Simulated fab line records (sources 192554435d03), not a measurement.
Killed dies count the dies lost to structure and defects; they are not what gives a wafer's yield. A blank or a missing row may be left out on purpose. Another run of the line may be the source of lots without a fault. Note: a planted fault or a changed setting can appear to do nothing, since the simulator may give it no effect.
fab line records	flow n5Finfet	part 1 of 2: steps 1 to 6 of 7
record: lots: 10	wafers: 29	lastDay: 16
route steps=1938 shown SD_EPI_P@304 SD_ACTIVATION@331 ILD0@335 BEOL_M4@1111 PASSIVATION@1936
lots that met no fault: taken from a fault-free run of the same line
startH: the number of hours between the record's first day and the start of the first shown wafer of the lot	waitH: hours elapsed since this lot's preceding step	" the same as in the row above	L1.1+2: a row that stands for several wafers	- no value present, or no start provided	* or withheld: withheld	< > ~ a bound
route shown NAME@n: NAME is a module with steps in the file, n the number in the route of the first one	usual: mean/standard deviation of fault-free wafers	same: alike in all rows	chamber/n: place in a boat	sites: readings site by site	_std_site: their standard deviation	_edge_site: inner sites' mean taken away from outer sites' mean	radiusMm: how far each site lies from the wafer's centre	mask NAME#n: copy n	behind: the most recent tool/chamber to have shaped the wafer	hold: cause of the lot's hold/its duration in hours/its outcome	device: whichever transistor did not switch (one of n, p or np)	end of line: tests run on the same wafers once the route is complete	for a step that has no rows: nothing shown but its recipe	killed: at the first sort, the dies lost to defects and structure; wafer yield is something else	map: a wafer's dies, x killed, . not, _ none there
set.NAME: setting as actually run; set.NAME@STEP: the setting as run at that earlier step	model.NAME: the simulator's own value behind a step, which no gauge read
one table for each step of the route and one row for each wafer, over a sample of lots
services: when a tool's chamber went out of use (startH, in hours from the record's first day, below 0 if earlier), for how many hours, and the reason
== steps ==
step: N5_SD_EPI_P_OVL_MEAS_10
recipe: pointsPerWafer: 44
usual: SD_P_BLK_OVL: -0.2/0.76
lot.wafer	tool	chamber	startH	waitH	SD_P_BLK_OVL[nm]
L746.3	overlay-01	0	59.30	0.0	0.1
L746.5	"	0	"	"	0.9
L746.6	"	0	"	"	0.4
L749.1	overlay-02	0	79.07	0.0	0.9
L749.3	"	0	"	"	0.2
L749.6	"	0	"	"	0.6
L751.1	overlay-02	0	90.02	0.0	0.1
L751.4	"	0	"	"	-1.0
L751.5	"	0	"	"	-0.1
L755.3	overlay-02	0	114.23	0.0	-1.4
L755.4	"	0	"	"	-1.6
L755.5	"	0	"	"	-2.1
L757.1	overlay-01	0	126.99	0.0	-0.6
L757.2	"	0	"	"	-1.5
L757.4	"	0	"	"	-1.1
L758.3	overlay-02	0	131.90	0.0	-0.4
L758.5	"	0	"	"	-0.3
L759.1	overlay-02	0	138.76	0.0	0.0
L759.2	"	0	"	"	0.8
L759.4	"	0	"	"	-0.5
L762.1	overlay-01	0	155.15	0.0	-0.5
L762.3	"	0	"	"	0.0
L762.4	"	0	"	"	-1.0
L763.2	overlay-01	0	161.40	0.0	-0.7
L763.4	"	0	"	"	0.2
L763.6	"	0	"	"	0.2
L766.1	overlay-02	0	178.80	0.0	0.0
L766.2	"	0	"	"	-0.8
L766.4	"	0	"	"	-0.1
step: N5_SD_EPI_P_ETCH_36
recipe: chemistry: CF4	target: SiARC	targetDepthA: 455	maskMaterial: CAR-ArF-block	timeS: 75.8	ionEnergyEv: 80	pressureMtorr: 40	sourceW: 545	biasW: 36	Ar_flow_sccm: 100	cf4FlowSccm: 100	ends: cleared
usual: drypumpMotorCurrentA: 5.6/0.51	etchRfOnTimeS: 75.7/1.7	oesProductAu: 0.68/0.071	rfVppV: 184.1/1.2	showerheadPlenumPTorr: 2.14/0.067	throttleValvePct: 15.56/0.21
lot.wafer	tool	chamber	startH	waitH	drypumpMotorCurrentA	etchRfOnTimeS	oesProductAu	rfHoursCounterH	rfVppV	showerheadPlenumPTorr	throttleValvePct
L746.3	rieDiel-03	2	59.39	0.0	5.0	75.2	0.69	118	182.7	2.08	15.59
L746.5	"	3	"	"	5.4	76.4	0.62	-	184.5	2.21	15.57
L746.6	"	2	"	"	5.0	75.3	0.68	-	184.7	2.08	15.58
L749.1	rieDiel-03	1	79.47	0.0	6.1	76.3	0.83	8	183.6	2.10	15.35
L749.3	"	0	"	"	5.9	79.0	0.64	132	185.8	2.15	15.65
L749.6	"	1	"	"	6.1	76.9	0.82	-	183.2	2.10	15.33
L751.1	rieDiel-03	2	90.11	0.0	5.1	76.5	0.67	129	183.4	2.08	15.61
L751.4	"	3	"	"	5.4	75.9	0.62	203	184.0	2.21	15.61
L751.5	"	3	"	"	5.4	76.4	0.62	-	185.3	2.21	15.59
L755.3	rieDiel-01	3	114.32	0.0	5.4	75.4	0.61	185	183.5	2.05	15.60
L755.4	"	2	"	"	5.0	76.9	0.60	211	184.2	2.12	16.08
L755.5	"	3	"	"	5.4	75.6	0.62	-	183.0	2.05	15.62
L757.1	rieDiel-01	0	127.16	0.0	4.9	74.0	0.78	42	185.4	2.17	15.50
L757.2	"	2	"	"	5.0	77.0	0.60	216	183.6	2.12	16.09
L757.4	"	3	"	"	5.4	75.8	0.61	190	181.9	2.05	15.62
L758.3	rieDiel-01	2	132.24	0.0	5.0	77.3	0.60	217	183.5	2.12	16.10
L758.5	"	0	"	"	4.9	74.4	0.77	-	184.0	2.16	15.50
L759.1	rieDiel-03	3	138.85	0.0	5.4	75.8	0.61	219	185.6	2.20	15.64
L759.2	"	1	"	"	6.1	75.8	0.78	28	183.7	2.10	15.37
L759.4	"	0	"	"	5.9	78.5	0.62	151	184.2	2.14	15.71
L762.1	rieDiel-01	3	155.24	0.0	5.4	76.5	0.61	200	182.0	2.05	15.65
L762.3	"	1	"	"	5.8	73.8	0.75	34	184.9	2.18	15.55
L762.4	"	2	"	"	5.0	77.7	0.59	226	184.0	2.12	16.12
L763.2	rieDiel-03	1	161.51	0.0	6.1	74.4	0.77	35	183.7	2.09	15.39
L763.4	"	2	"	"	5.1	74.6	0.66	152	181.8	2.07	15.67
L763.6	"	1	"	"	6.1	75.8	0.76	-	183.0	2.09	15.38
L766.1	rieDiel-03	0	179.17	0.0	5.9	78.9	0.61	162	183.3	2.14	15.73
L766.2	"	3	"	"	5.4	76.2	0.60	229	184.9	2.20	15.65
L766.4	"	1	"	"	6.1	76.2	0.76	40	183.3	2.09	15.41
step: N5_SD_ACTIVATION_LSA_01
recipe: tempC: 1080	timeS: 0.0008	ambient: N2
usual: wafer_temp_C_max: 1086.8/2
lot.wafer	tool	chamber	startH	waitH	wafer_temp_C_max
L746.3	laserAnneal-02	0	63.60	0.2	1085.6
L746.5	"	0	"	"	1085.5
L746.6	"	0	"	"	1085.1
L749.1	laserAnneal-01	0	83.48	0.2	1088.6
L749.3	"	0	"	"	1090.1
L749.6	"	0	"	"	1088.1
L751.1	laserAnneal-01	0	94.05	0.2	1093.2
L751.4	"	0	"	"	1087.8
L751.5	"	0	"	"	1089.2
L755.3	laserAnneal-01	0	118.35	0.2	1087.4
L755.4	"	0	"	"	1088.5
L755.5	"	0	"	"	1086.8
L757.1	laserAnneal-01	0	132.09	0.3	1089.6
L757.2	"	0	"	"	1090.5
L757.4	"	0	"	"	1088.2
L758.3	laserAnneal-02	0	136.25	0.2	1085.3
L758.5	"	0	"	"	1085.1
L759.1	laserAnneal-01	0	142.81	0.2	1085.5
L759.2	"	0	"	"	1088.5
L759.4	"	0	"	"	1090.3
L762.1	laserAnneal-01	0	159.17	0.2	1074.6
L762.3	"	0	"	"	1072.1
L762.4	"	0	"	"	1073.6
L763.2	laserAnneal-01	0	166.31	0.2	1069.9
L763.4	"	0	"	"	1070.9
L763.6	"	0	"	"	1073.1
L766.1	laserAnneal-01	0	183.08	0.2	1071.8
L766.2	"	0	"	"	1074.1
L766.4	"	0	"	"	1072.1
step: N5_SD_ACTIVATION_RS_MEAS_03
recipe: thkMeasGauge: four-point-probe
usual: RS_SD_N: 22.0/0.33	RS_SD_P: 56.2/0.92
lot.wafer	tool	chamber	startH	waitH	RS_SD_N[ohm/sq]	RS_SD_P[ohm/sq]
L746.3	filmMetro-01	-	63.79	0.2	21.8	55.8
L746.5	"	-	"	"	22.4	55.3
L746.6	"	-	"	"	21.9	55.4
L749.1	filmMetro-02	-	83.68	0.2	22.7	56.0
L749.3	"	-	"	"	22.3	56.1
L749.6	"	-	"	"	22.6	56.4
L751.1	filmMetro-01	-	94.25	0.2	21.8	56.0
L751.4	"	-	"	"	21.6	56.3
L751.5	"	-	"	"	21.8	55.4
L755.3	filmMetro-02	-	118.53	0.2	21.6	57.3
L755.4	"	-	"	"	21.7	56.6
L755.5	"	-	"	"	21.5	56.8
L757.1	filmMetro-02	-	132.30	0.2	21.9	55.7
L757.2	"	-	"	"	21.7	56.0
L757.4	"	-	"	"	21.9	55.2
L758.3	filmMetro-02	-	136.44	0.2	21.9	55.8
L758.5	"	-	"	"	22.3	55.7
L759.1	filmMetro-01	-	143.01	0.2	21.9	55.4
L759.2	"	-	"	"	22.3	54.7
L759.4	"	-	"	"	22.1	54.6
L762.1	filmMetro-02	-	159.38	0.2	24.0	56.1
L762.3	"	-	"	"	23.8	57.3
L762.4	"	-	"	"	23.9	55.9
L763.2	filmMetro-01	-	166.51	0.2	23.5	58.1
L763.4	"	-	"	"	23.4	57.2
L763.6	"	-	"	"	23.4	56.1
L766.1	filmMetro-02	-	183.28	0.2	23.7	55.3
L766.2	"	-	"	"	23.6	55.2
L766.4	"	-	"	"	23.8	55.4
step: N5_ILD0_LINER_00
recipe: material: SiNx	targetThkA: 40	tempC: 400	aldPrecursorFamily: SiH2I2	aldCoReactant: N2/H2-plasma	pulseTimeS: 1	purgeTimeS: 2	coReactantPurgeTimeS: 2	aldCycles: 80	pressureTorr: 2
usual: heaterPowerW: 862/91	precursorPulseHeightRel: 0.998/0.02	susceptorTempC: 399.99/0.24
same: coReactantPurgeTimeS: 2
lot.wafer	tool	chamber	startH	waitH	heaterPowerW	precursorPulseHeightRel	susceptorTempC
L746.3	aldSin-02	1	64.10	0.0	848	1.005	399.93
L746.5	"	0	"	"	826	1.013	399.99
L746.6	"	3	"	"	953	0.968	399.83
L749.1	aldSin-01	1	84.04	0.0	835	1.031	400.11
L749.3	"	2	"	"	678	1.016	399.79
L749.6	"	0	"	"	881	1.006	400.32
L751.1	aldSin-01	0	94.94	0.4	888	0.979	400.21
L751.4	"	2	"	"	699	1.007	399.92
L751.5	"	2	"	"	691	1.018	400.06
L755.3	aldSin-02	0	118.86	0.0	832	1.006	400.35
L755.4	"	3	"	"	912	0.985	399.55
L755.5	"	3	"	"	873	1.007	399.69
L757.1	aldSin-01	2	132.65	0.0	677	0.965	400.22
L757.2	"	0	"	"	875	0.994	400.42
L757.4	"	3	"	"	737	0.991	399.86
L758.3	aldSin-01	2	136.75	0.0	661	0.987	400.23
L758.5	"	0	"	"	900	1.001	399.96
L759.1	aldSin-02	2	143.50	0.2	854	0.981	399.77
L759.2	"	3	"	"	916	1.020	399.87
L759.4	"	0	"	"	807	1.004	399.84
L762.1	aldSin-01	3	159.76	0.1	736	0.991	399.96
L762.3	"	0	"	"	874	0.955	400.03
L762.4	"	1	"	"	806	0.988	399.97
L763.2	aldSin-03	3	166.85	0.0	913	1.026	399.50
L763.4	"	2	"	"	891	1.013	400.29
L763.6	"	3	"	"	960	0.980	399.66
L766.1	aldSin-01	1	183.88	0.3	825	0.980	399.86
L766.2	"	3	"	"	716	1.027	399.93
L766.4	"	2	"	"	681	0.989	400.02
step: N5_BEOL_M4_RC_MEAS_101
usual: DIBL_N: 36.3/1.6	DIBL_P: 36.2/2.1	IOFF_N: 0.16/0.031	IOFF_P: 0.21/0.034	ION_N: 673/11	ION_P: 461/7.4	RC_DENSE_N: 18.9/0.44	RC_N: 15.4/0.35	RS_SD_N: 28.5/0.41	SS_N: 71.6/0.55	SS_P: 73.3/0.66	VT_N: 251/3.2	VT_P: -251/3.5
lot.wafer	tool	chamber	startH	waitH	DIBL_N[mV/V]	DIBL_P[mV/V]	IOFF_N[nA/um]	IOFF_P[nA/um]	ION_N[uA/um]	ION_P[uA/um]	RC_DENSE_N[ohm.um]	RC_N[ohm.um]	RS_SD_N[ohm/sq]	SS_N[mV/dec]	SS_P[mV/dec]	VT_N[mV]	VT_P[mV]
L746.3	prober-02	0	159.98	0.3	36.3	36.0	0.14	0.21	683	471	19.2	15.6	28.1	71.0	73.8	254	-254
L746.5	"	0	"	"	36.8	36.5	0.14	0.21	665	462	19.1	15.5	29.0	71.5	73.4	253	-253
L746.6	"	0	"	"	38.4	37.9	0.17	0.25	676	464	18.3	14.8	28.6	71.2	74.0	250	-251
L749.1	prober-02	0	185.05	0.0	36.0	35.8	0.14	0.22	661	460	19.2	15.6	29.3	72.0	73.4	255	-250
L749.3	"	0	"	"	38.8	39.2	0.20	0.28	679	467	18.5	15.2	28.9	71.9	74.3	249	-244
L749.6	"	0	"	"	38.9	39.4	0.19	0.28	675	473	18.5	15.1	29.5	72.2	74.7	248	-244
L751.1	prober-01	0	192.87	0.0	39.4	39.1	0.25	0.27	681	460	19.4	15.7	28.3	72.0	74.2	244	-247
L751.4	"	0	"	"	39.9	40.1	0.24	0.28	683	461	18.6	15.2	28.1	72.9	74.2	245	-247
L751.5	"	0	"	"	40.0	39.6	0.26	0.28	683	464	19.4	15.9	28.1	72.5	73.5	246	-248
L755.3	prober-01	0	211.20	0.3	34.6	34.2	0.14	0.17	675	458	18.7	15.1	28.2	71.9	73.1	252	-255
L755.4	"	0	"	"	36.0	36.7	0.18	0.20	683	469	18.6	15.1	28.1	71.6	73.8	249	-251
L755.5	"	0	"	"	35.9	36.5	0.17	0.20	694	469	18.4	15.1	27.6	72.3	74.3	249	-252
L757.1	prober-02	0	229.28	0.0	34.2	36.2	0.13	0.19	672	466	18.3	15.1	28.6	70.9	72.7	253	-252
L757.2	"	0	"	"	36.8	39.3	0.18	0.24	669	461	18.4	15.1	28.1	72.6	73.5	246	-248
L757.4	"	0	"	"	36.3	38.6	0.17	0.24	689	475	18.6	15.2	28.3	71.2	74.0	247	-247
L758.3	prober-01	0	236.62	0.3	38.2	37.3	0.17	0.19	673	450	18.3	14.9	28.2	72.4	73.8	249	-257
L758.5	"	0	"	"	35.9	35.5	0.14	0.17	669	451	18.4	15.1	29.0	70.9	72.5	252	-256
L759.1	prober-01	0	245.71	0.0	36.4	38.2	0.18	0.25	687	474	19.0	15.7	28.5	71.8	73.9	246	-248
L759.2	"	0	"	"	35.1	35.3	0.15	0.19	670	457	18.9	15.3	28.7	71.4	73.2	249	-250
L759.4	"	0	"	"	38.9	40.0	0.22	0.27	682	467	19.7	16.2	28.5	72.6	74.5	246	-250
L762.1	prober-02	0	253.81	0.0	36.1	33.5	0.13	0.19	659	451	20.3	16.6	31.1	71.1	72.5	253	-255
L762.3	"	0	"	"	38.5	36.5	0.17	0.23	676	464	20.1	16.4	30.8	71.7	73.8	252	-248
L762.4	"	0	"	"	35.7	33.4	0.13	0.18	649	455	19.8	16.3	31.0	71.4	73.3	254	-254
L763.2	prober-01	0	261.83	0.2	37.6	38.2	0.18	0.22	683	465	20.1	16.4	30.1	71.7	73.5	249	-252
L763.4	"	0	"	"	36.8	36.0	0.15	0.19	665	461	20.5	16.7	30.1	72.1	73.6	250	-255
L763.6	"	0	"	"	38.0	37.4	0.18	0.23	673	464	20.3	16.2	30.5	72.0	73.1	250	-248
L766.1	prober-01	0	280.98	0.0	37.4	36.2	0.15	0.19	660	454	19.9	16.2	30.4	72.0	73.3	252	-252
L766.2	"	0	"	"	36.7	35.1	0.14	0.19	663	454	20.2	16.5	30.5	71.2	73.0	253	-254
L766.4	"	0	"	"	38.0	37.4	0.17	0.21	685	464	20.0	16.3	30.4	71.6	74.0	246	-253
== key ==
firstSign: step: N5_SD_ACTIVATION_LSA_01	reading: wafer_temp_C_max	direction: down	sigmas: 7.3	usual: *	struck: *
effect: step: N5_SD_ACTIVATION_RS_MEAS_03	reading: RS_SD_N	direction: up	sigmas: 5	usual: 22.0	struck: 23.7
effect: step: N5_BEOL_M4_RC_MEAS_101	reading: RS_SD_N	direction: up	sigmas: 4.9	usual: 28.5	struck: 30.5
effect: step: N5_BEOL_M4_RC_MEAS_101	reading: RC_N	direction: up	sigmas: 2.9	usual: 15.4	struck: 16.4
effect: step: N5_BEOL_M4_RC_MEAS_101	reading: RC_DENSE_N	direction: up	sigmas: 2.8	usual: 18.9	struck: 20.1
metAt N5_SD_ACTIVATION_LSA_01
struckLots L762,L763,L766
notActingAt N5_SD_EPI_P_OVL_MEAS_10,N5_SD_EPI_P_ETCH_36,N5_ILD0_LINER_00
onsetBetween 142.81 159.17
fault: kind: processParameterDrift	tool: laserAnneal-01	chamber: -	onsetH: 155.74	steps: N5_SD_ACTIVATION_LSA_01	channel: tempC	offset: *	shape: step	endH: 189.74	stated: *
